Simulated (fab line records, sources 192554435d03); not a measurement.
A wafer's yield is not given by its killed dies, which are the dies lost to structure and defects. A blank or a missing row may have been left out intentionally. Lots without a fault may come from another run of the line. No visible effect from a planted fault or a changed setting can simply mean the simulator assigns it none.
Chamber matching | flow n5_finfet | N5_BEOL_M11_ETCH_66 on rie_diel-01 has 4 sister chambers
The step etches SOC in N2/H2, target depth 120 nm, overetch 24 nm, time 180 s. 14 wafers are shown with their chamber, then 7 later ones without.

## EACH WAFER AND ITS CHAMBER
wafer  | chamber | showerhead_plenum_p_Torr (Torr) | throttle_valve_pct (%) | rf_vpp_V (V)
L074.1 | 2       | 2.51                            | 18.30                  | 522.6
L074.2 | 1       | 2.63                            | 17.90                  | 526.2
L074.4 | 3       | 2.51                            | 18.07                  | 522.4
L078.1 | 3       | 2.50                            | 18.07                  | 522.9
L078.2 | 1       | 2.63                            | 17.92                  | 526.2
L078.6 | 3       | 2.50                            | 18.06                  | 523.4
L082.1 | 1       | 2.63                            | 17.92                  | 527.2
L082.3 | 3       | 2.50                            | 18.09                  | 523.0
L082.4 | 3       | 2.50                            | 18.09                  | 521.1
L083.1 | 1       | 2.63                            | 17.95                  | 526.0
L083.2 | 2       | 2.50                            | 18.34                  | 524.0
L083.4 | 3       | 2.50                            | 18.09                  | 524.8
L087.3 | 0       | 2.56                            | 17.89                  | 523.3
L087.5 | 3       | 2.50                            | 17.72                  | 522.5

SIGNATURES, as means of the wafers listed above
reading                  | chamber 0 | chamber 1 | chamber 2 | chamber 3 | scatter within a chamber
showerhead_plenum_p_Torr | 2.5600    | 2.6300    | 2.5050    | 2.5014    | 0.00368
throttle_valve_pct       | 17.8900   | 17.9225   | 18.3200   | 18.0271   | 0.106
rf_vpp_V                 | 523.300   | 526.400   | 523.300   | 522.871   | 0.968
Rule: for a wafer and a chamber, the distance is found by dividing, reading by reading, the gap between the wafer's reading and the chamber's mean by the reading's scatter, squaring, summing and taking the root. The wafer belongs to the nearest chamber; if the next one is less than 2 further off, it can't be placed. The scatter is the square root of a quotient: the sum, over the shown wafers, of each reading's squared deviation from its chamber's mean, divided by wafers minus chambers.

## WAFERS MISSING THEIR CHAMBER
wafer  | showerhead_plenum_p_Torr (Torr) | throttle_valve_pct (%) | rf_vpp_V (V)
L087.6 | 2.62                            | 17.95                  | 524.3
L088.1 | 2.49                            | 17.72                  | 522.9
L088.5 | 2.62                            | 17.96                  | 527.5
L088.6 | 2.55                            | 17.90                  | 524.6
L090.2 | 2.55                            | 17.89                  | 525.0
L090.4 | 2.50                            | 17.94                  | 522.4
L090.5 | 2.55                            | 17.89                  | 525.5

## WHICH CHAMBER EACH WENT THROUGH
wafer  | from the rows above | in truth
L087.6 | 1                   | 1
L088.1 | 3                   | 3
L088.5 | 1                   | 1
L088.6 | 0                   | 0
L090.2 | 0                   | 0
L090.4 | 3                   | 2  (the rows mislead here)
L090.5 | 0                   | 0
6 of 7 placed correctly. Not placeable from these rows: 0. Placed wrongly: 1.
